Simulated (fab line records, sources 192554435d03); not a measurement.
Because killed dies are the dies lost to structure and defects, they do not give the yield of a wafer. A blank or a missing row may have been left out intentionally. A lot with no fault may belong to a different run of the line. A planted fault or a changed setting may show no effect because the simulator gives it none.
Matching of chambers :: flow n5 finfet :: N5_BEOL_M11_ETCH_65 on rie diel-03: 4 sister chambers
The step etches SiARC in CF4, target depth 39 nm, time 65 s. 18 wafers are shown with their chamber, then 9 later ones without.

## EACH WAFER AND ITS CHAMBER
wafer: L074.3
chamber: 3
showerhead plenum p Torr (Torr): 2.19
drypump motor current A (A): 5.83
etch rf on time s (s): 66.2

wafer: L074.4
chamber: 2
showerhead plenum p Torr (Torr): 2.17
drypump motor current A (A): 6.03
etch rf on time s (s): 61.6

wafer: L074.5
chamber: 2
showerhead plenum p Torr (Torr): 2.17
drypump motor current A (A): 6.03
etch rf on time s (s): 61.2

wafer: L078.1
chamber: 1
showerhead plenum p Torr (Torr): 2.11
drypump motor current A (A): 5.48
etch rf on time s (s): 67.4

wafer: L078.2
chamber: 2
showerhead plenum p Torr (Torr): 2.17
drypump motor current A (A): 6.06
etch rf on time s (s): 60.8

wafer: L078.6
chamber: 3
showerhead plenum p Torr (Torr): 2.19
drypump motor current A (A): 5.83
etch rf on time s (s): 65.5

wafer: L079.1
chamber: 0
showerhead plenum p Torr (Torr): 2.06
drypump motor current A (A): 5.74
etch rf on time s (s): 62.9

wafer: L079.4
chamber: 1
showerhead plenum p Torr (Torr): 2.11
drypump motor current A (A): 5.50
etch rf on time s (s): 67.2

wafer: L079.5
chamber: 1
showerhead plenum p Torr (Torr): 2.11
drypump motor current A (A): 5.47
etch rf on time s (s): 66.6

wafer: L082.1
chamber: 2
showerhead plenum p Torr (Torr): 2.17
drypump motor current A (A): 6.03
etch rf on time s (s): 61.6

wafer: L082.2
chamber: 0
showerhead plenum p Torr (Torr): 2.06
drypump motor current A (A): 5.73
etch rf on time s (s): 63.8

wafer: L082.6
chamber: 2
showerhead plenum p Torr (Torr): 2.17
drypump motor current A (A): 6.03
etch rf on time s (s): 61.5

wafer: L086.1
chamber: 3
showerhead plenum p Torr (Torr): 2.18
drypump motor current A (A): 5.84
etch rf on time s (s): 66.4

wafer: L086.2
chamber: 1
showerhead plenum p Torr (Torr): 2.10
drypump motor current A (A): 5.43
etch rf on time s (s): 68.0

wafer: L086.5
chamber: 2
showerhead plenum p Torr (Torr): 2.17
drypump motor current A (A): 6.02
etch rf on time s (s): 60.9

wafer: L091.4
chamber: 0
showerhead plenum p Torr (Torr): 2.05
drypump motor current A (A): 5.78
etch rf on time s (s): 62.2

wafer: L091.5
chamber: 0
showerhead plenum p Torr (Torr): 2.05
drypump motor current A (A): 5.72
etch rf on time s (s): 62.5

wafer: L091.6
chamber: 1
showerhead plenum p Torr (Torr): 2.10
drypump motor current A (A): 5.46
etch rf on time s (s): 67.4

SIGNATURES, as means of the wafers listed above
reading: showerhead plenum p Torr
chamber 0: 2.0550
chamber 1: 2.1060
chamber 2: 2.1700
chamber 3: 2.1867
scatter within a chamber: 0.00453

reading: drypump motor current A
chamber 0: 5.7425
chamber 1: 5.4680
chamber 2: 6.0333
chamber 3: 5.8333
scatter within a chamber: 0.0203

reading: etch rf on time s
chamber 0: 62.850
chamber 1: 67.320
chamber 2: 61.267
chamber 3: 66.033
scatter within a chamber: 0.503
Rule: for a wafer and a chamber, the distance is found by dividing, reading by reading, the gap between the wafer's reading and the chamber's mean by the reading's scatter, squaring, summing and taking the root. The wafer belongs to the nearest chamber; if the next one is less than 2 further off, it can't be placed. The scatter: take each reading less its chamber's mean, square it, sum over the shown wafers, divide by the number of wafers less the number of chambers, and take the root.

## WAFERS WITH NO CHAMBER GIVEN
wafer: L092.2
showerhead plenum p Torr (Torr): 2.18
drypump motor current A (A): 5.84
etch rf on time s (s): 66.1

wafer: L092.3
showerhead plenum p Torr (Torr): 2.05
drypump motor current A (A): 5.74
etch rf on time s (s): 62.9

wafer: L092.5
showerhead plenum p Torr (Torr): 2.18
drypump motor current A (A): 5.88
etch rf on time s (s): 66.4

wafer: L095.3
showerhead plenum p Torr (Torr): 2.05
drypump motor current A (A): 5.71
etch rf on time s (s): 62.8

wafer: L095.4
showerhead plenum p Torr (Torr): 2.10
drypump motor current A (A): 5.50
etch rf on time s (s): 65.1

wafer: L095.5
showerhead plenum p Torr (Torr): 2.05
drypump motor current A (A): 5.75
etch rf on time s (s): 62.8

wafer: L096.3
showerhead plenum p Torr (Torr): 2.18
drypump motor current A (A): 5.80
etch rf on time s (s): 65.4

wafer: L096.5
showerhead plenum p Torr (Torr): 2.16
drypump motor current A (A): 6.03
etch rf on time s (s): 60.3

wafer: L096.6
showerhead plenum p Torr (Torr): 2.10
drypump motor current A (A): 5.46
etch rf on time s (s): 64.8

## WHICH CHAMBER EACH WENT THROUGH
wafer: L092.2
from the rows above: 3
in truth: 3

wafer: L092.3
from the rows above: 0
in truth: 0

wafer: L092.5
from the rows above: 3
in truth: 3

wafer: L095.3
from the rows above: 0
in truth: 0

wafer: L095.4
from the rows above: 1
in truth: 1

wafer: L095.5
from the rows above: 0
in truth: 0

wafer: L096.3
from the rows above: 3
in truth: 3

wafer: L096.5
from the rows above: 2
in truth: 2

wafer: L096.6
from the rows above: 1
in truth: 1
9 of 9 placed correctly. From these rows, 0 cannot be placed. Wrongly placed: 0.
